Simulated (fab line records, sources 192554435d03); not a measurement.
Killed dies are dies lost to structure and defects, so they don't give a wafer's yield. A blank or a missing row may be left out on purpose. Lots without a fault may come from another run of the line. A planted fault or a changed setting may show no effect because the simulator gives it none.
A struck lot beside a sound one | flow n5_finfet | 16 steps out of a route of 1938
Sound: wafers L873.1, L873.2, L873.3. Struck: wafers L882.2, L882.5, L882.6. The cause comes at the end.
At each step with rows: each side's tool, then ch and its chambers, then its first start. Under that, the readings that differ: sound wafers | struck wafers | difference of the means | sigmas: that difference in standard deviations of wafers without a fault.
alike: readings whose means differ by less than 2 such deviations, and words and numbers that are the same on both sides. not compared: withheld readings, readings that some wafer has no value for, bounds like >300 that may hide the same value, and numbers for which the record gives no deviation and whose values overlap.
The two part at a step that has a row with sigmas, a row that says differs or no value, or rows on one side only. Numbers that don't overlap but have no deviation are shown without sigmas and don't part them. A reading that every wafer of one side lacks parts them only if that side has two wafers or more.

N5_BEOL_M0_SAQP_HM_DEP_02: deposits TiN, target thk 12 nm.
  sound on pvd_sputter-02, day 5 11:12; struck on pvd_sputter-03, day 7 16:59
  alike: throttle_valve_pct
N5_BEOL_M0_SAQP_PECVD_03: deposits SiCN from 3MS/NH3, target thk 12 nm, time 21.1 s.
  sound on pecvd-01 ch 0,1,2, day 5 11:19; struck on pecvd-02 ch 0,1,2, day 7 17:07
  alike: showerhead_plenum_p_Torr, throttle_valve_pct
N5_BEOL_M0_SAQP_PECVD_96: deposits a-Si from SiH4/He, target thk 45 nm, time 45.2 s.
  sound on pecvd-01 ch 0,1,2, day 5 11:21; struck on pecvd-02 ch 0,1,2, day 7 17:08
  alike: heater_power_w, showerhead_plenum_p_Torr, throttle_valve_pct
N5_BEOL_M0_SAQP_PECVD_97: deposits SiNx from SiH4/NH3/N2, target thk 23 nm, time 19.9 s.
  sound on pecvd-01 ch 0,1,2, day 5 11:24; struck on pecvd-02 ch 0,1,2, day 7 17:11
  alike: heater_power_w, showerhead_plenum_p_Torr, throttle_valve_pct
N5_BEOL_M0_SAQP_PECVD_04: deposits a-Si from SiH4/He, target thk 60 nm, time 60.2 s.
  sound on pecvd-01 ch 0,1,2, day 5 11:26; struck on pecvd-02 ch 0,1,2, day 7 17:13
  alike: heater_power_w, showerhead_plenum_p_Torr, throttle_valve_pct
N5_BEOL_M0_SAQP_THK_MEAS_05:
  sound on film_metro-01, day 5 11:32; struck on film_metro-02, day 7 17:19
  alike: thk_nm
then, 6 steps without rows for these wafers: N5_BEOL_M0_SAQP_HM_DEP_111 (deposits SiO2 from SiH4/N2O, target thk 12 nm, time 7.2 s); N5_BEOL_M0_SAQP_COAT_81 (time 60 s, resist thk 100 nm); N5_BEOL_M0_SAQP_COAT_82 (time 60 s, resist thk 30 nm); N5_BEOL_M0_SAQP_COAT_08 (resist thk 90 nm); N5_BEOL_M0_SAQP_EBR_10; N5_BEOL_M0_SAQP_SOFTBAKE_09 (time 60 s).
N5_BEOL_M0_SAQP_EXPOSE_11: exposes mask M0 CORE, target cd 42 nm.
  sound on arfi_scanner-02 ch 0, day 5 11:53; struck on arfi_scanner-02 ch 0, day 7 17:41
  reading              | sound             | struck            | difference | sigmas
  exposure_dose_mJ_cm2 | 54.95 55.04 55.03 | 54.12 54.18 54.17 | -0.85      | -15
  alike: mask
then, 1 step without rows for these wafers: N5_BEOL_M0_SAQP_PEB_12 (peb time 60 s).
-- the record jumps here: 3 days lie between the struck wafers' starts before and after (it left off in module BEOL_M0_SAQP and takes up again in module BEOL_M4, whose first step shown is number 1111 of the route) --
N5_BEOL_M4_RC_MEAS_101:
  sound on prober-02 ch 0, day 8 11:53; struck on prober-01 ch 0, day 11 01:07
  alike: DIBL_N, DIBL_P, IOFF_N, IOFF_P, ION_N, ION_P, SS_N, SS_P, VT_N, VT_P
-- the record jumps here: 5 days lie between the struck wafers' starts before and after (it left off in module BEOL_M4 and takes up again in module PASSIVATION, whose first step shown is number 1936 of the route) --
N5_PASSIVATION_PROBE_49:
  the record has rows for the struck wafers here (prober-01, day 15 14:56) and none for the sound ones

WHERE THEY PART
First at N5_BEOL_M0_SAQP_EXPOSE_11; last, within this record, at N5_PASSIVATION_PROBE_49.

WHY: what the simulator had put in
Process parameter drift: arfi_scanner-02, from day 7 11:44 on, at N5_BEOL_M0_SAQP_EXPOSE_11. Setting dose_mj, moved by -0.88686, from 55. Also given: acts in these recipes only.
